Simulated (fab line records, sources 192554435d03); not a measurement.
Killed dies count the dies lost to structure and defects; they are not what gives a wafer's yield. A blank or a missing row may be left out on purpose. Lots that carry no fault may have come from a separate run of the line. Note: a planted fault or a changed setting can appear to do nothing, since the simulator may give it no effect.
Matching of chambers | flow n5-finfet | N5_BEOL_M5_CURE_80 on uv-cure-02 has 3 sister chambers
The step cures SiCOH lowk, time 120 s. 6 wafers are shown with their chamber, then 10 later ones without.

## EACH WAFER AND ITS CHAMBER
wafer  | chamber | wafer_temp_C_max | lamp-power-pct (%)
L079.3 | 1       | 371.6            | 52.38
L079.6 | 1       | 371.7            | 52.36
L082.4 | 2       | 371.7            | 52.30
L082.5 | 2       | 371.7            | 52.27
L086.1 | 0       | 370.9            | 52.38
L086.3 | 0       | 371.3            | 52.28

## WAFERS WHOSE CHAMBER IS MISSING
wafer  | wafer_temp_C_max | lamp-power-pct (%)
L086.5 | 371.1            | 52.30
L087.3 | 372.2            | 52.32
L087.4 | 372.0            | 52.33
L087.6 | 371.5            | 52.32
L090.1 | 371.5            | 52.25
L090.2 | 371.3            | 52.34
L090.4 | 371.6            | 52.38
L092.1 | 372.0            | 52.32
L092.3 | 371.6            | 52.36
L092.4 | 371.9            | 52.30

## WHICH CHAMBER EACH WENT THROUGH
wafer  | from the rows above          | in truth
L086.5 | 0                            | 0
L087.3 | can't be placed: 2 or 1      | 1
L087.4 | can't be placed: 2 or 1      | 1
L087.6 | can't be placed: 2 or 1 or 0 | 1
L090.1 | can't be placed: 2 or 1 or 0 | 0
L090.2 | can't be placed: 0 or 1 or 2 | 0
L090.4 | can't be placed: 1 or 2      | 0
L092.1 | can't be placed: 2 or 1      | 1
L092.3 | can't be placed: 1 or 2      | 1
L092.4 | can't be placed: 2 or 1      | 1
Placed correctly: 1 of 10. From these rows, 9 cannot be placed; in 8 the true chamber is one of the candidates. Placed wrongly: 0.
How it was worked out, from the rows above alone: a wafer's distance from a chamber is the root of the sum, over the readings, of the square of ((its reading less the chamber's mean) divided by the reading's scatter). If the next closest chamber is less than 2 further off than the closest, the wafer can't be placed; otherwise it belongs to the closest. A chamber's mean is the mean of its shown wafers. How the scatter is found: for the shown wafers, subtract from each reading the mean of its chamber, square and add these, divide the total by (wafers less chambers), then take the root.
